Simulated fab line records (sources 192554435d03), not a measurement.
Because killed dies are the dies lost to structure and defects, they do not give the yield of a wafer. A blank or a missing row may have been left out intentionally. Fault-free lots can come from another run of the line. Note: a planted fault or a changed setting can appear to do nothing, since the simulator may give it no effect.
Problem report in the 8D (eight disciplines) form, filled by code | flow n5 finfet | the parts of the form that need people (team, actions taken, sign-off) are left out
Where a reading is given only as a bound, like >300, the bound stands for it, and a mean or a difference that rests on one is marked > or <: the true number lies beyond.

== 1. PROBLEM STATEMENT ==
raw defect count at N5_BEOL_M0_CUTY_INSPECT_59 reads a mean of >300 on 2 wafers of 2 lots; wafers without a fault read 2.1 with a standard deviation of 1.5. So: +99 or more standard deviations from the usual mean.
The step: inspects for defects (macro).
First observed at day 10 11:34: wafer L350.4, on defect inspect-02. Wafers with a number at this step in the record: 24, from 8 lots. The rule behind "out" and "out of limits": a value lying over 4 standard deviations away from the usual mean. The rest of the wafers with a number are treated as sound.

== 2. WHAT THIS IS AND IS NOT ==
question                    | is                | is not
which readings at this step | raw defect count  | -
which lots                  | L350, L351        | L336, L338, L342, L352, L353, L354
which wafers of those lots  | L350.4, L351.3    | L350.2, L350.6, L351.1, L351.4
read on which gauges        | defect inspect-02 | defect inspect-01
when                        | from day 10 11:34 | up to then (11 sound wafers); but 11 sound wafers of L351, L352, L353, L354 came after

== 3. SUSPECTS, AND WHAT RULES EACH OUT ==
Counting: a tool at a process step up to the reading stays a suspect if it ran every lot that is out. Sound lots after the first of them don't rule it out here, since some wafers of a struck lot are sound.
- ruled out: the gauge at N5_BEOL_M0_CUTY_INSPECT_59. All the wafers that are out were read on defect inspect-02, but those of them that N5_PASSIVATION_PROBE_49 has rows for are out there too, on other tools.
- rie diel-02 at N5_BEOL_M0_SAQP_HM_OPEN_112 (chemistry CHF3/O2, target SiO2, stops on a-Si, target depth 12 nm, time 13.5 s): kept. It processed each lot that is out (first: L350, day 10 06:16); up to then, its last sound lot is L338 (day 7 06:28).
- In rie diel-02 at N5_BEOL_M0_SAQP_HM_OPEN_112, the wafers that are out were processed in chamber 2 and their sound lot-mates in chambers 0, 1.
The count leaves rie diel-02 at N5_BEOL_M0_SAQP_HM_OPEN_112.

== 4. THE CAUSE (what the simulator had put in) ==
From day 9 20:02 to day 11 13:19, rie diel-02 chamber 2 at N5_BEOL_M0_SAQP_HM_OPEN_112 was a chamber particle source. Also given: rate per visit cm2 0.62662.
After counting, this tool was the only one left.

== 5. THE EFFECT CHAIN, in route order ==
Each row: a reading where the mean over the struck wafers with a number is more than 3 standard deviations away from the usual. Scope: only readings with a usual standard deviation given in the record; hours: median across lots of the time from each lot's start at the first step in this table that gives one to its start at this step; sigmas: change in usual standard deviations.
hours | step                       | reading              | usual  | on struck wafers | change | sigmas
0     | N5_BEOL_M0_SAQP_INSPECT_42 | raw defect count     | 289    | 588              | +298   | +3.2
2     | N5_BEOL_M0_CUTY_INSPECT_59 | raw defect count     | 2.1    | >300             | >+298  | +99 or more
233   | N5_PASSIVATION_PROBE_49    | defect limited yield | 90.9 % | 81.7             | -9.2   | -6.6
233   | N5_PASSIVATION_PROBE_49    | killed_at_M0_to_M3   | 38     | 144              | +106   | +9.7
233   | N5_PASSIVATION_PROBE_49    | killed dies          | 107    | 216              | +109   | +6.8
233   | N5_PASSIVATION_PROBE_49    | sort_bin_5_function  | 5.3 %  | 11.7             | +6.4   | +6.8
233   | N5_PASSIVATION_PROBE_49    | sort n pass          | 1073   | 964              | -109   | -6.8
233   | N5_PASSIVATION_PROBE_49    | sort yield pct       | 90.9 % | 81.7             | -9.2   | -6.6
Its process steps:
- N5_PASSIVATION_PROBE_49
Later measuring or inspecting steps at which every struck wafer that the step has a row for has a number for every such reading, and none has moved that far: N5_BEOL_M4_RC_MEAS_101.

== 6. WHAT WOULD HAVE CAUGHT IT SOONER ==
The first out-of-limits reading at a measuring or inspecting step in this record came at day 10 11:34, 16 hours after the fault's start at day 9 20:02.
No tool reading at N5_BEOL_M0_SAQP_HM_OPEN_112 that has a usual standard deviation in the record was out on any struck wafer, so an alarm limit of 4 standard deviations on those readings would not have fired.
Each of the lots that are out, 2 in all, had begun N5_BEOL_M0_SAQP_HM_OPEN_112 on rie diel-02 no later than day 10 11:34. Holding the tool at that point would not have protected any of them.
